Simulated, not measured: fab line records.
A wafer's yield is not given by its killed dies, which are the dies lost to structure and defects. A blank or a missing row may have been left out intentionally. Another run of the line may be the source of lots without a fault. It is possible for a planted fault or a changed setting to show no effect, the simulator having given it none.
Which tool was responsible? | flow nand harc | 72 wafers from 24 lots sampled at 5 of the route's 1302 steps

== WHAT EACH GAUGE READ, for each wafer ==
NHARC_P_STI_INSPECT_25.
lot  | measured     | on                | raw defect count
L074 | day 3 21:56  | defect inspect-01 | 350 592 349
L075 | day 4 10:22  | defect inspect-02 | 200 219 265
L076 | day 4 20:08  | defect inspect-01 | 458 246 190
L077 | day 5 06:16  | defect inspect-02 | 118 147 144
L078 | day 5 21:55  | defect inspect-01 | 253 133 167
L079 | day 6 02:24  | defect inspect-02 | 125 172 251
L080 | day 6 10:53  | defect inspect-02 | 86 189 130
L081 | day 7 06:37  | defect inspect-01 | 164 170 161
L082 | day 7 14:45  | defect inspect-02 | 169 187 211
L083 | day 7 21:26  | defect inspect-02 | 164 221 143
L084 | day 8 07:44  | defect inspect-01 | 206 121 186
L085 | day 8 14:17  | defect inspect-01 | 186 262 180
L086 | day 9 06:30  | defect inspect-01 | 194 211 146
L087 | day 10 02:55 | defect inspect-01 | 226 273 330
L088 | day 10 02:55 | defect inspect-02 | 142 102 166
L089 | day 10 02:55 | defect inspect-02 | 332 340 219
L090 | day 10 12:37 | defect inspect-02 | 137 125 93
L091 | day 11 00:42 | defect inspect-01 | 197 215 199
L092 | day 11 09:51 | defect inspect-01 | 162 321 159
L093 | day 12 02:16 | defect inspect-01 | 223 197 252
L094 | day 12 08:05 | defect inspect-01 | 162 174 195
L095 | day 12 17:29 | defect inspect-01 | 104 134 145
L096 | day 13 05:31 | defect inspect-01 | 235 279 216
L097 | day 13 15:27 | defect inspect-01 | 134 101 200

NHARC_P_GATE_CD_MEAS_11 targets a cd of 1640 nm.
lot  | measured     | on        | cd nm (nm)
L074 | day 4 06:07  | cd sem-02 | 1641.1 1642.3 1643.0
L075 | day 4 18:55  | cd sem-01 | 1641.1 1641.7 1642.2
L076 | day 5 04:49  | cd sem-01 | 1641.1 1640.5 1641.3
L077 | day 5 14:46  | cd sem-03 | 1639.8 1638.8 1639.5
L078 | day 6 06:19  | cd sem-01 | 1638.9 1638.6 1639.2
L079 | day 6 10:52  | cd sem-03 | 1640.2 1640.9 1641.2
L080 | day 6 22:23  | cd sem-03 | 1642.0 1642.0 1641.2
L081 | day 7 15:01  | cd sem-02 | 1637.5 1635.9 1638.2
L082 | day 7 23:09  | cd sem-01 | 1639.2 1638.7 1638.6
L083 | day 8 07:18  | cd sem-01 | 1639.3 1639.3 1638.6
L084 | day 8 16:04  | cd sem-01 | 1639.8 1639.9 1640.1
L085 | day 8 22:56  | cd sem-03 | 1640.1 1639.3 1639.8
L086 | day 9 17:13  | cd sem-02 | 1640.6 1640.4 1640.1
L087 | day 10 11:38 | cd sem-01 | 1641.3 1641.8 1641.8
L088 | day 10 11:48 | cd sem-03 | 1643.4 1642.5 1640.4
L089 | day 10 11:36 | cd sem-03 | 1638.2 1639.2 1638.8
L090 | day 10 21:13 | cd sem-01 | 1638.9 1640.3 1640.0
L091 | day 11 09:00 | cd sem-01 | 1640.8 1639.8 1640.9
L092 | day 11 18:25 | cd sem-02 | 1642.4 1641.9 1642.1
L093 | day 12 10:50 | cd sem-01 | 1642.2 1639.8 1641.3
L094 | day 12 16:36 | cd sem-01 | 1640.7 1640.1 1639.9
L095 | day 13 01:49 | cd sem-03 | 1641.4 1641.5 1641.2
L096 | day 13 20:58 | cd sem-01 | 1639.1 1639.7 1638.3
L097 | day 13 21:07 | cd sem-03 | 1640.2 1641.0 1639.9

NHARC_P_GATE_OVL_MEAS_27.
lot  | measured     | on         | overlay x nm (nm) | overlay y nm (nm)
L074 | day 4 22:50  | overlay-01 | 0.1 -0.7 -0.6     | -0.1 -0.2 -0.8
L075 | day 5 09:47  | overlay-02 | -0.5 -0.7 -0.7    | -1.2 -0.6 -0.6
L076 | day 5 19:01  | overlay-02 | -1.4 -1.4 -0.9    | 0.8 0.3 0.4
L077 | day 6 09:00  | overlay-01 | 0.1 0.2 0.2       | 0.0 0.3 0.4
L078 | day 6 20:37  | overlay-02 | -0.5 -0.1 -0.2    | 0.0 0.3 0.7
L079 | day 7 03:50  | overlay-02 | 1.9 1.4 2.0       | 0.9 1.6 0.7
L080 | day 7 14:29  | overlay-02 | -0.8 -1.3 -0.7    | -1.6 -1.5 -1.5
L081 | day 8 06:14  | overlay-01 | 1.0 0.2 1.2       | -0.7 -0.4 -0.2
L082 | day 8 13:56  | overlay-02 | -0.6 0.0 -0.2     | 1.1 1.6 0.5
L083 | day 9 00:17  | overlay-02 | -0.7 -0.8 -0.4    | 0.0 0.5 0.1
L084 | day 9 16:26  | overlay-02 | 1.1 1.4 1.3       | -0.2 -0.5 -0.6
L085 | day 9 17:37  | overlay-02 | -0.1 0.0 -0.2     | 0.4 0.4 0.6
L086 | day 10 07:25 | overlay-02 | 0.7 1.0 0.9       | 0.7 0.4 0.5
L087 | day 11 01:46 | overlay-02 | 1.2 1.2 1.3       | -1.7 -1.3 -1.2
L088 | day 11 01:28 | overlay-01 | -0.6 -1.0 -0.3    | -0.2 0.7 1.1
L089 | day 11 01:37 | overlay-01 | 1.1 1.3 1.3       | -1.1 -0.7 -1.0
L090 | day 11 11:28 | overlay-01 | 0.8 0.2 0.2       | -0.5 -0.2 -0.3
L091 | day 11 23:12 | overlay-02 | -1.9 -1.0 -2.0    | 0.9 0.6 0.4
L092 | day 12 10:19 | overlay-02 | 0.1 0.5 -0.1      | -1.2 -1.1 -1.3
L093 | day 13 03:59 | overlay-02 | 0.8 -0.1 0.4      | -0.3 0.2 0.7
L094 | day 13 06:55 | overlay-01 | 0.1 0.0 -0.2      | -0.5 -0.4 -0.8
L095 | day 13 18:47 | overlay-02 | 0.0 0.1 0.3       | -2.1 -1.5 -2.2
L096 | day 14 14:38 | overlay-01 | 1.1 0.2 0.6       | -0.7 -0.6 -1.7
L097 | day 14 13:58 | overlay-01 | -0.7 -0.7 -0.4    | 0.1 0.2 -0.3

NHARC_P_CONTACT_CD_MEAS_19.
lot  | measured     | on        | cd nm (nm)
L074 | day 5 20:18  | cd sem-01 | 88.6 90.0 89.7
L075 | day 6 08:56  | cd sem-03 | 89.8 87.4 89.7
L076 | day 6 15:59  | cd sem-02 | 89.9 89.2 90.2
L077 | day 7 06:05  | cd sem-03 | 88.3 88.9 88.9
L078 | day 7 18:31  | cd sem-01 | 89.1 89.0 88.9
L079 | day 8 01:08  | cd sem-03 | 87.4 87.3 86.7
L080 | day 8 14:15  | cd sem-02 | 88.7 89.5 89.2
L081 | day 9 03:13  | cd sem-03 | 87.3 89.1 87.2
L082 | day 9 10:57  | cd sem-03 | 88.2 88.3 89.0
L083 | day 9 21:26  | cd sem-03 | 89.4 89.7 89.1
L084 | day 10 13:34 | cd sem-03 | 88.1 87.9 88.0
L085 | day 10 15:02 | cd sem-01 | 90.1 89.4 89.4
L086 | day 11 04:22 | cd sem-03 | 92.6 90.5 91.0
L087 | day 11 23:51 | cd sem-03 | 88.8 87.9 89.2
L088 | day 11 22:54 | cd sem-03 | 90.4 90.0 89.8
L089 | day 12 04:53 | cd sem-01 | 87.3 88.6 87.5
L090 | day 12 08:34 | cd sem-01 | 88.7 90.1 91.0
L091 | day 12 20:13 | cd sem-03 | 90.2 90.3 89.9
L092 | day 13 09:31 | cd sem-02 | 89.2 90.2 89.9
L093 | day 14 03:30 | cd sem-02 | 90.2 89.8 89.5
L094 | day 14 03:55 | cd sem-01 | 88.6 89.2 90.1
L095 | day 14 17:55 | cd sem-03 | 89.5 89.8 89.7
L096 | day 15 12:01 | cd sem-01 | 89.5 88.4 89.6
L097 | day 15 11:09 | cd sem-03 | 88.9 89.4 90.5

== EACH LOT AND THE TOOL THAT RAN IT (in order: tool; ch and the chambers of the sampled wafers; start) ==
lot  | NHARC_P_CONTACT_ETCH_18
L074 | rie diel-01 ch 0,1,2, day 5 20:18 or earlier
L075 | rie diel-10 ch 1,2,3, day 6 08:56 or earlier
L076 | rie diel-03 ch 0,2, day 6 15:59 or earlier
L077 | rie diel-10 ch 0,2,3, day 7 06:05 or earlier
L078 | rie diel-03 ch 1,2,3, day 7 18:31 or earlier
L079 | rie diel-03 ch 0,2,3, day 8 01:08 or earlier
L080 | rie diel-01 ch 0,1,2, day 8 14:15 or earlier
L081 | rie diel-03 ch 0,1,2, day 9 03:13 or earlier
L082 | rie diel-03 ch 1,3, day 9 10:57 or earlier
L083 | rie diel-10 ch 0,1,2, day 9 21:26 or earlier
L084 | rie diel-10 ch 0,2, day 10 13:34 or earlier
L085 | rie diel-10 ch 0,2,3, day 10 15:02 or earlier
L086 | rie diel-01 ch 2,3, day 11 04:22 or earlier
L087 | rie diel-10 ch 0,2,3, day 11 23:51 or earlier
L088 | rie diel-03 ch 0,2,3, day 11 22:54 or earlier
L089 | rie diel-10 ch 1,2,3, day 12 04:53 or earlier
L090 | rie diel-03 ch 1,2,3, day 12 08:34 or earlier
L091 | rie diel-01 ch 1,2, day 12 20:13 or earlier
L092 | rie diel-03 ch 0,2,3, day 13 09:31 or earlier
L093 | rie diel-03 ch 1,2,3, day 14 03:30 or earlier
L094 | rie diel-01 ch 0,1,2, day 14 03:55 or earlier
L095 | rie diel-01 ch 0,1,3, day 14 17:55 or earlier
L096 | rie diel-03 ch 0,2, day 15 12:01 or earlier
L097 | rie diel-01 ch 0,2,3, day 15 11:09 or earlier
- NHARC_P_CONTACT_ETCH_18: etches the open film in C4F8/O2/Ar, target depth 481 nm, time 240.5 s.

== WHAT THE TOOLS THEMSELVES READ (means of the sampled wafers that have a number; where no wafer has one, the mark that the record gives instead) ==
NHARC_P_CONTACT_ETCH_18.
lot  | tool        | chamber pressure mTorr (mTorr) | oes product au (a.u.) | rf vpp V (V)
L074 | rie diel-01 | 24.994                         | 0.951                 | 977
L075 | rie diel-10 | 24.981                         | 0.946                 | 977
L076 | rie diel-03 | 24.980                         | 0.977                 | 975
L077 | rie diel-10 | 25.005                         | 0.928                 | 975
L078 | rie diel-03 | 25.028                         | 0.974                 | 981
L079 | rie diel-03 | 24.991                         | 0.944                 | 980
L080 | rie diel-01 | 25.000                         | 0.970                 | 977
L081 | rie diel-03 | 24.978                         | 0.950                 | 976
L082 | rie diel-03 | 24.987                         | 0.964                 | 980
L083 | rie diel-10 | 24.988                         | 0.964                 | 976
L084 | rie diel-10 | 24.992                         | 0.973                 | 974
L085 | rie diel-10 | 25.021                         | 0.965                 | 975
L086 | rie diel-01 | 25.022                         | 0.967                 | 980
L087 | rie diel-10 | 25.018                         | 0.972                 | 975
L088 | rie diel-03 | 25.017                         | 0.932                 | 979
L089 | rie diel-10 | 25.019                         | 0.963                 | 978
L090 | rie diel-03 | 24.999                         | 0.973                 | 980
L091 | rie diel-01 | 25.016                         | 0.954                 | 975
L092 | rie diel-03 | 25.009                         | 0.977                 | 979
L093 | rie diel-03 | 24.999                         | 0.922                 | 980
L094 | rie diel-01 | 25.016                         | 0.961                 | 977
L095 | rie diel-01 | 24.998                         | 0.969                 | 981
L096 | rie diel-03 | 24.988                         | 0.960                 | 975
L097 | rie diel-01 | 24.994                         | 0.961                 | 980

== THE ANSWER, worked out from the rows above alone ==
Rule: the usual values come from the lots themselves. The widest of any qualifying gaps counts: lots, ordered by their means at a reading, are off when they make up no more than a third of the lots, leave a main group of 4 or more, and stand apart from it by 3 or more times the standard deviation of that group's means. A main group is skipped when, at the precision printed for the reading in the tables above, its means are all equal. Also off: a lot with no number at a reading for which 4 or more lots have one. The other lots that the step has rows for count as sound. Order of review: gauges by route order, followed by the tools' own readings, for which a lot's mean as printed above is used. The first step at which some lot is off is used, and at that step the reading that is off furthest; a lot without a number counts as furthest.
No lot is off on any of the readings shown, so nothing can be concluded from this.

== WHAT WAS PUT IN BY THE SIMULATOR ==
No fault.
